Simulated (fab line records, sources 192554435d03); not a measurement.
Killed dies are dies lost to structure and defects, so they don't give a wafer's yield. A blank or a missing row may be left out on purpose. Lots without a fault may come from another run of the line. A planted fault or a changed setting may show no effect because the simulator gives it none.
fab line records | flow n5_finfet
record lots=24 wafers=72 last_day=17
route steps=1938 shown DUMMY_REMOVAL@381 HKMG_FIN@420
lots that met no fault: from a run of the same line without faults
start_h: hours from the record's first day to the start of the lot's first wafer shown | wait_h: hours since the lot's step before | " the same as in the row above | L1.1+2: a row that stands for several wafers | - no value, or no start given | * or withheld: withheld | < > ~ a bound
route shown NAME@n: a module of which the file shows steps, and the number in the route of the first | usual: mean/standard deviation of fault-free wafers | same: alike in all rows | chamber/n: place in a boat | sites: the reading at each site | _std_site: their standard deviation | _edge_site: outer sites' mean less inner sites' | radius_mm: how far each site lies from the wafer's centre | mask NAME#n: copy n | behind: the tool/chamber that last shaped the wafer | hold: why the lot was held/for how many hours/how that ended | device: the transistor (n, p or np) that didn't switch | end of line: the same wafers' tests at the end of the route | a step without rows: its recipe alone | killed: dies lost to structure and defects at the first sort, not the wafer's yield | map: a wafer's dies, x killed, . not, _ none there
set.NAME: the setting as run; set.NAME@STEP: as run at that earlier step | model.NAME: the simulator's own value behind a step, which no gauge read
steps of the route over a sample of lots; a table a step, a row a wafer
services: from which hour (start_h, from the record's first day; less than 0 if before it) a tool's chamber was out of use, for how many hours, and why
## steps
# step N5_DUMMY_REMOVAL_INSPECT_06
# recipe inspect_instrument=brightfield mode=aei
# usual raw_defect_count=11/5.1
# columns lot.wafer tool chamber start_h wait_h raw_defect_count
L074.1 defect_inspect-01 - 70.28 0.0 13
L074.5 " - " " 9
L074.6 " - " " 11
L075.1 defect_inspect-01 - 75.45 0.0 6
L075.2 " - " " 11
L075.4 " - " " 12
L076.4 defect_inspect-01 - 86.15 0.0 6
L076.5 " - " " 14
L076.6 " - " " 8
L077.1 defect_inspect-01 - 87.11 0.0 15
L077.2 " - " " 16
L077.6 " - " " 13
L078.1 defect_inspect-01 - 95.40 0.0 28
L078.4 " - " " 17
L078.6 " - " " 13
L079.4 defect_inspect-02 - 100.80 0.0 11
L079.5 " - " " 6
L079.6 " - " " 5
L080.1 defect_inspect-02 - 107.42 0.0 26
L080.3 " - " " 10
L080.4 " - " " 8
L081.2 defect_inspect-02 - 112.87 0.0 9
L081.4 " - " " 11
L081.6 " - " " 20
L082.2 defect_inspect-02 - 117.47 0.0 10
L082.3 " - " " 11
L082.6 " - " " 11
L083.1 defect_inspect-01 - 123.38 0.0 7
L083.2 " - " " 5
L083.6 " - " " 2
L084.1 defect_inspect-02 - 131.72 0.0 12
L084.2 " - " " 9
L084.4 " - " " 9
L085.1 defect_inspect-02 - 137.09 0.0 17
L085.2 " - " " 6
L085.4 " - " " 26
L086.1 defect_inspect-02 - 141.08 0.0 16
L086.3 " - " " 20
L086.4 " - " " 16
L087.3 defect_inspect-01 - 148.04 0.0 14
L087.5 " - " " 16
L087.6 " - " " 7
L088.1 defect_inspect-02 - 154.38 0.0 12
L088.2 " - " " 10
L088.3 " - " " 12
L089.1 defect_inspect-02 - 164.14 0.0 16
L089.4 " - " " 4
L089.6 " - " " 11
L090.1 defect_inspect-01 - 165.59 0.0 6
L090.2 " - " " 4
L090.5 " - " " 5
L091.3 defect_inspect-01 - 174.87 0.0 11
L091.4 " - " " 14
L091.6 " - " " 7
L092.1 defect_inspect-01 - 176.25 0.0 7
L092.3 " - " " 9
L092.6 " - " " 11
L093.1 defect_inspect-02 - 183.29 0.0 12
L093.4 " - " " 10
L093.6 " - " " 8
L094.1 defect_inspect-02 - 189.80 0.0 14
L094.2 " - " " 8
L094.3 " - " " 11
L095.2 defect_inspect-01 - 199.81 0.0 12
L095.3 " - " " 16
L095.6 " - " " 13
L096.1 defect_inspect-02 - 206.47 0.0 11
L096.3 " - " " 5
L096.5 " - " " 5
L097.3 defect_inspect-01 - 210.04 0.0 10
L097.4 " - " " 8
L097.6 " - " " 7
# step N5_HKMG_FIN_THK_MEAS_70
# recipe thk_meas_gauge=xrf reads=HfO2_of_HKMG_FIN_HK_ALD_01
# usual HK_THK=1.589/0.017
# columns lot.wafer tool chamber start_h wait_h HK_THK[nm]
L074.1 film_metro-01 - 74.10 0.2 1.582
L074.5 " - " " 1.599
L074.6 " - " " 1.601
L075.1 film_metro-02 - 79.76 0.2 1.636
L075.2 " - " " 1.588
L075.4 " - " " 1.579
L076.4 film_metro-01 - 90.50 0.2 1.574
L076.5 " - " " 1.602
L076.6 " - " " 1.565
L077.1 film_metro-01 - 91.40 0.2 1.573
L077.2 " - " " 1.586
L077.6 " - " " 1.576
L078.1 film_metro-01 - 99.44 0.2 1.573
L078.4 " - " " 1.568
L078.6 " - " " 1.590
L079.4 film_metro-02 - 104.67 0.2 1.585
L079.5 " - " " 1.585
L079.6 " - " " 1.593
L080.1 film_metro-01 - 111.69 0.2 1.573
L080.3 " - " " 1.570
L080.4 " - " " 1.573
L081.2 film_metro-02 - 117.17 0.2 1.628
L081.4 " - " " 1.614
L081.6 " - " " 1.595
L082.2 film_metro-01 - 121.29 0.2 1.590
L082.3 " - " " 1.586
L082.6 " - " " 1.598
L083.1 film_metro-01 - 127.67 0.2 1.578
L083.2 " - " " 1.572
L083.6 " - " " 1.578
L084.1 film_metro-01 - 135.96 0.2 1.587
L084.2 " - " " 1.599
L084.4 " - " " 1.582
L085.1 film_metro-01 - 141.03 0.2 1.597
L085.2 " - " " 1.607
L085.4 " - " " 1.590
L086.1 film_metro-02 - 145.12 0.2 1.586
L086.3 " - " " 1.618
L086.4 " - " " 1.591
L087.3 film_metro-01 - 151.91 0.2 1.592
L087.5 " - " " 1.606
L087.6 " - " " 1.585
L088.1 film_metro-01 - 158.61 0.2 1.604
L088.2 " - " " 1.580
L088.3 " - " " 1.572
L089.1 film_metro-01 - 168.10 0.2 1.576
L089.4 " - " " 1.569
L089.6 " - " " 1.599
L090.1 film_metro-02 - 169.64 0.2 1.573
L090.2 " - " " 1.592
L090.5 " - " " 1.590
L091.3 film_metro-01 - 178.79 0.2 1.591
L091.4 " - " " 1.579
L091.6 " - " " 1.576
L092.1 film_metro-01 - 180.06 0.2 1.576
L092.3 " - " " 1.570
L092.6 " - " " 1.571
L093.1 film_metro-02 - 187.11 0.2 1.587
L093.4 " - " " 1.619
L093.6 " - " " 1.593
L094.1 film_metro-01 - 193.52 0.2 1.608
L094.2 " - " " 1.603
L094.3 " - " " 1.611
L095.2 film_metro-02 - 203.69 0.2 1.600
L095.3 " - " " 1.621
L095.6 " - " " 1.555
L096.1 film_metro-02 - 210.37 0.2 1.588
L096.3 " - " " 1.599
L096.5 " - " " 1.590
L097.3 film_metro-01 - 214.26 0.2 1.587
L097.4 " - " " 1.600
L097.6 " - " " 1.585
# step N5_HKMG_FIN_ETCH_32
# recipe chemistry=N2/H2 target=SOC target_depth_a=2400 temp_c=40 time_s=300 ion_energy_ev=200 mask_material=SiARC pressure_mtorr=30 source_w=840 bias_w=150 n2_flow_sccm=200 h2_flow_sccm=200
# usual drypump_motor_current_A=5.5/0.45 oes_product_au=0.82/0.097 rf_vpp_V=524.6/2.3 showerhead_plenum_p_Torr=2.56/0.084 throttle_valve_pct=17.93/0.3
# columns lot.wafer tool chamber start_h wait_h drypump_motor_current_A oes_product_au rf_hours_counter_h rf_vpp_V showerhead_plenum_p_Torr throttle_valve_pct
L074.1 rie_diel-04 1 75.16 0.0 4.8 0.71 202 523.4 2.51 17.90
L074.5 " 1 " " 4.8 0.71 - 523.2 2.51 17.89
L074.6 " 2 " " 5.7 0.70 - 526.2 2.62 18.55
L075.1 rie_diel-02 2 81.06 0.0 5.0 0.74 143 521.9 2.44 18.10
L075.2 " 3 " " 4.9 0.77 124 524.3 2.56 17.88
L075.4 " 1 " " 5.4 0.68 236 522.4 2.50 17.88
L076.4 rie_diel-02 1 92.25 0.0 5.4 0.68 240 521.8 2.50 17.85
L076.5 " 0 " " 5.6 0.76 - 523.8 2.53 17.94
L076.6 " 3 " " 4.9 0.77 - 523.5 2.55 17.88
L077.1 rie_diel-04 2 92.48 0.0 5.7 0.70 243 524.5 2.62 18.55
L077.2 " 3 " " 5.4 0.86 55 525.0 2.59 17.90
L077.6 " 2 " " 5.7 0.69 - 525.8 2.62 18.57
L078.1 rie_diel-04 0 100.49 0.0 5.5 0.98 4 525.3 2.60 17.87
L078.4 " 2 " " 5.7 0.69 246 526.0 2.62 18.58
L078.6 " 1 " " 4.7 0.70 - 523.2 2.51 17.91
L079.4 rie_diel-01 0 105.86 0.1 5.9 0.69 - 526.3 2.61 18.01
L079.5 " 0 " " 5.9 0.68 - 526.1 2.61 18.01
L079.6 " 3 " " 6.2 0.86 - 527.9 2.69 18.24
L080.1 rie_diel-04 1 112.94 0.0 4.8 0.70 211 524.2 2.50 17.90
L080.3 " 3 " " 5.4 0.85 62 524.5 2.58 17.90
L080.4 " 0 " " 5.5 0.98 - 524.6 2.60 17.89
L081.2 rie_diel-01 1 118.10 0.0 6.1 0.80 91 519.7 2.46 18.01
L081.4 " 2 " " 5.6 0.99 2 527.6 2.71 17.26
L081.6 " 1 " " 6.1 0.80 - 520.9 2.46 18.00
L082.2 rie_diel-02 3 122.46 0.0 4.9 0.76 140 524.6 2.55 17.89
L082.3 " 0 " " 5.6 0.76 156 524.3 2.53 17.95
L082.6 " 0 " " 5.6 0.77 - 524.0 2.53 17.95
L083.1 rie_diel-01 3 128.72 0.0 6.2 0.84 77 527.9 2.68 18.24
L083.2 " 1 " " 6.1 0.80 96 521.6 2.46 18.01
L083.6 " 3 " " 6.2 0.84 - 527.6 2.68 18.26
L084.1 rie_diel-01 2 137.20 0.0 5.6 0.96 9 528.6 2.71 17.29
L084.2 " 3 " " 6.2 0.84 80 527.5 2.68 18.25
L084.4 " 1 " " 6.1 0.79 - 519.8 2.45 18.00
L085.1 rie_diel-01 1 142.14 0.0 6.1 0.79 101 520.9 2.45 18.02
L085.2 " 2 " " 5.6 0.96 11 529.2 2.71 17.29
L085.4 " 2 " " 5.6 0.95 - 528.1 2.71 17.27
L086.1 rie_diel-04 0 146.18 0.0 5.5 0.94 22 526.4 2.60 17.91
L086.3 " 3 " " 5.4 0.83 76 524.0 2.58 17.95
L086.4 " 2 " " 5.7 0.95 7 523.4 2.61 18.15
L087.3 rie_diel-02 3 152.99 0.0 4.9 0.75 151 523.6 2.54 17.92
L087.5 " 2 " " 5.0 0.73 - 520.6 2.43 18.14
L087.6 " 3 " " 4.9 0.74 - 523.9 2.54 17.90
L088.1 rie_diel-04 0 159.54 0.0 5.5 0.92 28 525.2 2.59 17.92
L088.2 " 3 " " 5.4 0.82 82 525.2 2.57 17.93
L088.3 " 1 " " 4.8 0.69 225 522.4 2.50 17.91
L089.1 rie_diel-01 3 169.16 0.0 6.2 0.84 94 526.4 2.68 18.30
L089.4 " 0 " " 5.9 1.00 6 524.7 2.60 17.58
L089.6 " 1 " " 6.0 0.79 - 521.1 2.45 18.05
L090.1 rie_diel-01 1 170.70 0.0 6.1 0.78 113 521.1 2.45 18.04
L090.2 " 0 " " 5.9 0.99 7 525.4 2.60 17.56
L090.5 " 0 " " 6.0 1.00 - 524.7 2.60 17.56
L091.3 rie_diel-04 2 179.72 0.0 5.6 0.92 19 524.8 2.61 18.20
L091.4 " 1 " " 4.7 0.69 231 524.9 2.49 17.94
L091.6 " 2 " " 5.7 0.90 - 525.4 2.61 18.18
L092.1 rie_diel-02 3 181.11 0.0 4.9 0.74 161 524.3 2.54 17.92
L092.3 " 2 " " 5.0 0.73 180 520.3 2.43 18.17
L092.6 " 3 " " 5.0 0.74 - 523.8 2.54 17.92
L093.1 rie_diel-02 0 188.04 0.0 5.6 0.74 178 523.0 2.52 18.00
L093.4 " 3 " " 4.9 0.75 164 524.5 2.54 17.94
L093.6 " 2 " " 5.0 0.72 - 521.3 2.43 18.18
L094.1 rie_diel-02 1 194.74 0.0 5.3 0.90 20 522.6 2.48 17.46
L094.2 " 0 " " 5.7 0.74 180 523.0 2.52 17.99
L094.3 " 2 " " 5.0 0.71 185 519.0 2.42 18.17
L095.2 rie_diel-04 2 204.62 0.0 5.7 0.89 27 524.9 2.60 18.21
L095.3 " 1 " " 4.8 0.67 240 522.8 2.49 17.96
L095.6 " 0 " " 5.5 0.90 - 525.6 2.59 17.94
L096.1 rie_diel-01 3 211.30 0.0 6.2 0.82 109 526.9 2.67 18.30
L096.3 " 1 " " 6.1 0.77 128 522.8 2.44 18.07
L096.5 " 0 " " 5.9 0.97 - 526.6 2.60 17.59
L097.3 rie_diel-01 0 215.31 0.0 5.9 0.94 23 525.4 2.60 17.60
L097.4 " 1 " " 6.1 0.77 129 521.9 2.44 18.06
L097.6 " 2 " " 5.6 0.90 - 527.1 2.69 17.34
# step N5_HKMG_FIN_W_FILL_22
# recipe material=W target_thk_a=600 temp_c=400 pressure_torr=39.4 time_s=18.2
# usual heater_power_w=890/120 throttle_valve_pct=19.7/0.67
# columns lot.wafer tool chamber start_h wait_h heater_power_w throttle_valve_pct
L074.1 cvd_w-01 1 79.02 0.0 746 19.1
L074.5 " 0 " " 1024 20.3
L074.6 " 1 " " 743 19.1
L075.1 cvd_w-02 1 84.66 0.0 835 19.0
L075.2 " 0 " " 899 19.3
L075.4 " 1 " " 836 19.1
L076.4 cvd_w-02 1 95.85 0.0 842 19.1
L076.5 " 0 " " 907 19.1
L076.6 " 1 " " 829 19.2
L077.1 cvd_w-01 1 96.05 0.0 735 18.8
L077.2 " 0 " " 1051 20.5
L077.6 " 0 " " 1046 20.4
L078.1 cvd_w-01 0 104.06 0.0 1065 20.5
L078.4 " 0 " " 1054 20.6
L078.6 " 1 " " 759 19.1
L079.4 cvd_w-01 1 109.47 0.0 754 19.3
L079.5 " 0 " " 1048 20.8
L079.6 " 1 " " 742 19.4
L080.1 cvd_w-01 1 116.44 0.0 749 19.1
L080.3 " 1 " " 745 19.0
L080.4 " 0 " " 1019 20.5
L081.2 cvd_w-02 0 121.57 0.0 926 19.4
L081.4 " 1 " " 829 19.5
L081.6 " 1 " " 834 19.4
L082.2 cvd_w-02 1 126.00 0.0 844 19.2
L082.3 " 1 " " 842 19.2
L082.6 " 1 " " 836 18.9
L083.1 cvd_w-01 1 132.20 0.0 755 19.1
L083.2 " 0 " " 1051 20.8
L083.6 " 0 " " 1047 21.0
L084.1 cvd_w-01 0 140.69 0.0 1047 20.6
L084.2 " 1 " " 750 19.2
L084.4 " 0 " " 1061 20.6
L085.1 cvd_w-01 0 145.76 0.0 1041 20.8
L085.2 " 1 " " 744 19.1
L085.4 " 1 " " 753 19.1
L086.1 cvd_w-01 1 149.82 0.0 762 19.4
L086.3 " 1 " " 736 19.3
L086.4 " 0 " " 1028 20.6
L087.3 cvd_w-01 0 156.50 0.0 1014 20.6
L087.5 " 1 " " 742 19.3
L087.6 " 0 " " 1050 20.6
L088.1 cvd_w-01 1 163.01 0.0 743 19.4
L088.2 " 0 " " 1070 20.8
L088.3 " 0 " " 1037 20.8
L089.1 cvd_w-02 1 172.63 0.0 869 19.3
L089.4 " 1 " " 846 19.2
L089.6 " 1 " " 839 19.3
L090.1 cvd_w-01 0 174.20 0.0 1064 20.5
L090.2 " 1 " " 732 19.0
L090.5 " 0 " " 1038 20.6
L091.3 cvd_w-01 0 183.53 0.0 1060 20.8
L091.4 " 1 " " 766 19.5
L091.6 " 0 " " 1038 20.7
L092.1 cvd_w-02 1 184.68 0.0 815 19.3
L092.3 " 0 " " 923 19.4
L092.6 " 1 " " 837 19.2
L093.1 cvd_w-02 0 191.51 0.0 910 19.7
L093.4 " 0 " " 948 19.5
L093.6 " 0 " " 937 19.6
L094.1 cvd_w-02 0 198.49 0.0 933 19.8
L094.2 " 1 " " 853 19.5
L094.3 " 1 " " 835 19.4
L095.2 cvd_w-01 0 208.09 0.0 1018 20.8
L095.3 " 0 " " 1040 21.1
L095.6 " 1 " " 744 19.4
L096.1 cvd_w-02 0 214.89 0.0 930 19.7
L096.3 " 0 " " 928 19.6
L096.5 " 1 " " 845 19.6
L097.3 cvd_w-01 1 218.81 0.0 751 19.2
L097.4 " 0 " " 1044 21.0
L097.6 " 1 " " 741 19.5
# step N5_HKMG_FIN_CMP_23
# recipe stop_on=SiNx t_overpolish_s=10 post_cmp_clean=rinse_only down_force_psi=4 platen_rpm=50.289 pad_velocity_m_s=1.0006 target_thk_nm=46.326
# usual head_pressure_psi=4.001/0.0086 motor_current_A=12.4/1.2 overpolish_run_s=10.000/0.0091 retaining_ring_pressure_frac=0.999/0.0055 slurry_flow_ml_min=150.0/0.51 time_to_endpoint_s=11.6/2
# columns lot.wafer tool chamber start_h wait_h head_pressure_psi motor_current_A overpolish_run_s retaining_ring_pressure_frac slurry_flow_ml_min time_to_endpoint_s
L074.1 cmp-02 2 79.22 0.1 4.003 10.3 9.997 0.998 150.0 9.9
L074.6 " 1 " " 4.000 13.7 10.004 0.997 149.7 10.4
L074.5 " 2 " " 4.007 10.3 10.002 1.000 149.7 12.3
L075.4 cmp-03 3 84.78 0.0 4.004 12.5 10.003 0.999 150.1 14.6
L075.1 " 1 " " 4.010 12.7 9.992 0.998 150.1 12.8
L075.2 " 2 " " 4.004 10.4 10.010 1.001 149.4 13.0
L076.4 cmp-04 0 96.19 0.3 4.009 12.4 10.010 1.000 149.7 10.4
L076.6 " 1 " " 3.990 12.7 9.999 1.005 150.7 10.5
L076.5 " 2 " " 4.011 12.8 9.991 1.003 149.8 9.0
L077.2 cmp-03 3 96.24 0.1 4.005 12.7 9.995 1.003 149.4 13.0
L077.1 " 0 " " 3.994 13.4 10.006 1.001 150.4 13.0
L077.6 " 3 " " 3.993 12.2 9.994 1.005 149.2 10.5
L078.1 cmp-02 0 104.26 0.1 3.993 10.4 9.998 1.002 149.3 15.1
L078.4 " 1 " " 4.007 15.1 9.990 1.003 149.4 11.2
L078.6 " 0 " " 4.004 10.9 9.990 1.014 149.3 10.5
L079.4 cmp-03 1 109.80 0.3 3.989 13.3 9.985 0.999 149.9 13.3
L079.6 " 2 " " 3.991 11.0 10.005 0.996 150.0 15.1
L079.5 " 3 " " 4.007 13.2 9.997 0.996 150.5 15.9
L080.1 cmp-02 3 116.60 0.0 3.993 13.2 10.008 1.004 150.2 10.2
L080.3 " 1 " " 4.015 14.1 9.994 0.991 149.5 13.0
L080.4 " 2 " " 3.994 10.5 10.008 0.987 150.0 12.7
L081.4 cmp-03 2 121.68 0.0 4.006 11.3 10.006 1.000 149.7 12.2
L081.2 " 1 " " 4.002 13.2 10.000 1.009 150.2 14.0
L081.6 " 3 " " 3.992 13.2 9.994 1.004 150.2 11.8
L082.3 cmp-04 2 126.11 0.0 4.011 12.8 9.998 0.998 149.5 12.4
L082.2 " 1 " " 4.002 12.9 10.004 1.001 150.5 16.0
L082.6 " 3 " " 4.010 11.4 10.018 1.002 150.1 14.4
L083.2 cmp-03 2 132.31 0.0 3.978 11.4 10.002 0.998 149.6 12.1
L083.1 " 3 " " 4.008 12.5 10.005 0.997 149.9 10.8
L083.6 " 3 " " 4.001 12.7 10.000 0.991 150.5 11.6
L084.4 cmp-04 3 140.80 0.0 4.010 11.1 9.993 0.997 150.5 13.5
L084.2 " 0 " " 4.004 12.1 9.995 1.001 149.9 12.5
L084.1 " 1 " " 4.003 13.7 9.985 1.003 150.1 14.9
L085.1 cmp-02 0 145.87 0.0 3.988 10.4 10.017 0.998 150.0 12.8
L085.4 " 1 " " 3.996 13.3 9.997 0.994 149.9 10.2
L085.2 " 2 " " 3.993 11.4 10.008 1.000 150.4 11.5
L086.3 cmp-02 1 149.93 0.0 4.020 13.9 9.994 0.998 151.0 11.0
L086.4 " 3 " " 4.009 13.4 10.004 1.001 149.8 11.8
L086.1 " 0 " " 4.003 10.4 9.994 1.001 149.9 11.6
L087.3 cmp-02 1 156.60 0.0 3.994 14.5 9.977 1.001 149.9 11.9
L087.5 " 1 " " 3.995 14.0 10.002 1.009 150.1 12.4
L087.6 " 2 " " 3.988 10.6 9.975 1.005 150.5 14.5
L088.3 cmp-03 1 163.20 0.1 3.989 13.1 9.989 0.999 149.1 10.0
L088.1 " 2 " " 4.031 11.0 9.988 0.992 150.2 13.3
L088.2 " 3 " " 4.000 12.6 10.007 0.996 149.8 9.2
L089.1 cmp-03 1 172.73 0.0 3.998 12.6 9.992 1.002 150.2 10.6
L089.4 " 2 " " 3.994 11.5 9.998 0.997 149.8 11.6
L089.6 " 2 " " 3.984 11.1 10.011 1.000 150.0 10.8
L090.1 cmp-03 2 174.46 0.2 4.004 10.8 10.002 0.998 150.0 9.8
L090.2 " 3 " " 4.012 12.7 10.007 0.997 149.7 8.4
L090.5 " 1 " " 4.020 13.8 10.010 0.987 150.0 10.0
L091.4 cmp-04 1 183.63 0.0 4.008 12.9 10.013 1.011 150.3 13.6
L091.3 " 2 " " 4.011 13.0 10.001 0.992 150.7 11.9
L091.6 " 2 " " 4.008 13.0 9.988 0.993 150.6 11.6
L092.1 cmp-04 1 184.79 0.0 4.007 12.7 10.001 1.016 149.7 14.3
L092.3 " 3 " " 4.002 11.0 9.989 0.992 150.7 11.6
L092.6 " 2 " " 4.003 13.4 9.987 0.995 150.3 11.4
L093.4 cmp-03 2 191.61 0.0 4.001 10.9 9.990 1.004 149.6 13.0
L093.1 " 0 " " 4.015 13.4 10.024 1.000 149.9 11.1
L093.6 " 2 " " 3.994 10.9 10.013 0.994 149.8 9.3
L094.1 cmp-03 2 198.68 0.1 4.009 11.2 10.003 0.992 151.0 7.5
L094.2 " 3 " " 3.991 12.8 9.991 0.997 150.7 7.5
L094.3 " 0 " " 3.988 13.6 9.994 0.999 149.8 6.8
L095.2 cmp-02 2 208.19 0.0 3.988 10.6 9.999 0.996 149.9 11.7
L095.3 " 0 " " 3.996 11.1 10.001 1.003 149.5 10.6
L095.6 " 2 " " 4.004 10.2 10.001 1.003 150.3 11.8
L096.1 cmp-02 1 215.08 0.1 3.991 13.7 9.998 0.997 150.3 11.6
L096.3 " 3 " " 4.000 12.9 10.001 1.003 148.7 11.1
L096.5 " 0 " " 3.993 10.7 10.004 1.002 149.4 10.8
L097.3 cmp-03 2 218.91 0.0 3.992 11.0 10.013 0.992 150.2 10.9
L097.4 " 0 " " 3.996 14.0 10.000 0.998 149.5 11.3
L097.6 " 2 " " 4.001 11.6 10.004 1.000 150.1 9.0
# step N5_HKMG_FIN_INSPECT_28
# recipe inspect_instrument=darkfield mode=post_cmp
# usual raw_defect_count=48/22
# columns lot.wafer tool chamber start_h wait_h raw_defect_count
L074.1 defect_inspect-02 - 79.86 0.0 49
L074.5 " - " " 70
L074.6 " - " " 73
L075.1 defect_inspect-02 - 85.49 0.0 42
L075.2 " - " " 46
L075.4 " - " " 44
L076.4 defect_inspect-01 - 96.66 0.0 28
L076.5 " - " " 57
L076.6 " - " " 33
L077.1 defect_inspect-01 - 96.87 0.0 49
L077.2 " - " " 37
L077.6 " - " " 24
L078.1 defect_inspect-02 - 104.89 0.0 62
L078.4 " - " " 108
L078.6 " - " " 58
L079.4 defect_inspect-02 - 110.28 0.0 124
L079.5 " - " " 60
L079.6 " - " " 50
L080.1 defect_inspect-01 - 117.31 0.0 27
L080.3 " - " " 38
L080.4 " - " " 22
L081.2 defect_inspect-01 - 122.40 0.0 35
L081.4 " - " " 65
L081.6 " - " " 39
L082.2 defect_inspect-01 - 126.82 0.0 26
L082.3 " - " " 57
L082.6 " - " " 46
L083.1 defect_inspect-02 - 133.02 0.0 30
L083.2 " - " " 51
L083.6 " - " " 44
L084.1 defect_inspect-01 - 141.51 0.0 52
L084.2 " - " " 56
L084.4 " - " " 48
L085.1 defect_inspect-02 - 146.58 0.0 34
L085.2 " - " " 37
L085.4 " - " " 54
L086.1 defect_inspect-02 - 150.64 0.0 46
L086.3 " - " " 30
L086.4 " - " " 88
L087.3 defect_inspect-01 - 157.31 0.0 34
L087.5 " - " " 48
L087.6 " - " " 56
L088.1 defect_inspect-02 - 163.83 0.0 36
L088.2 " - " " 34
L088.3 " - " " 36
L089.1 defect_inspect-01 - 173.44 0.0 20
L089.4 " - " " 49
L089.6 " - " " 38
L090.1 defect_inspect-02 - 179.97 0.0 62
L090.2 " - " " 78
L090.5 " - " " 74
L091.3 defect_inspect-01 - 184.34 0.0 69
L091.4 " - " " 95
L091.6 " - " " 69
L092.1 defect_inspect-02 - 185.50 0.0 84
L092.3 " - " " 68
L092.6 " - " " 41
L093.1 defect_inspect-02 - 192.32 0.0 26
L093.4 " - " " 26
L093.6 " - " " 18
L094.1 defect_inspect-02 - 199.31 0.0 30
L094.2 " - " " 29
L094.3 " - " " 43
L095.2 defect_inspect-02 - 208.90 0.0 36
L095.3 " - " " 69
L095.6 " - " " 35
L096.1 defect_inspect-02 - 215.71 0.0 27
L096.3 " - " " 74
L096.5 " - " " 50
L097.3 defect_inspect-01 - 219.62 0.0 21
L097.4 " - " " 20
L097.6 " - " " 18
## services
# columns tool chamber start_h hours kind
cmp-02 - 52.52 4.0 pm
rie_diel-02 1 60.43 7.0 repair
rie_diel-01 1 63.32 3.7 repair
cmp-04 - 77.94 1.9 repair
rie_diel-01 2 95.82 - clean
rie_diel-01 2 95.82 - consumable_replace:focus_ring
rie_diel-01 2 95.82 - consumable_replace:showerhead
rie_diel-01 2 95.82 15.9 scheduled_down
rie_diel-01 2 95.82 15.9 vent_cycle
cmp-02 - 105.47 11.0 pm
rie_diel-01 1 105.60 1.4 repair
rie_diel-04 1 120.61 9.8 repair
rie_diel-01 0 125.47 - clean
rie_diel-01 0 125.47 - consumable_replace:focus_ring
cvd_w-01 - 138.22 0.5 repair
cmp-03 - 139.74 4.0 pm
cmp-03 - 143.74 - consumable_replace:conditioner
cmp-03 - 143.74 - consumable_replace:pad
cmp-04 - 147.90 5.3 pm
cmp-04 - 154.33 19.0 pm
rie_diel-02 0 180.49 4.4 repair
cmp-02 - 184.44 0.7 repair
cmp-04 - 191.17 5.9 repair
cmp-04 - 214.02 4.0 pm
## key
fault none
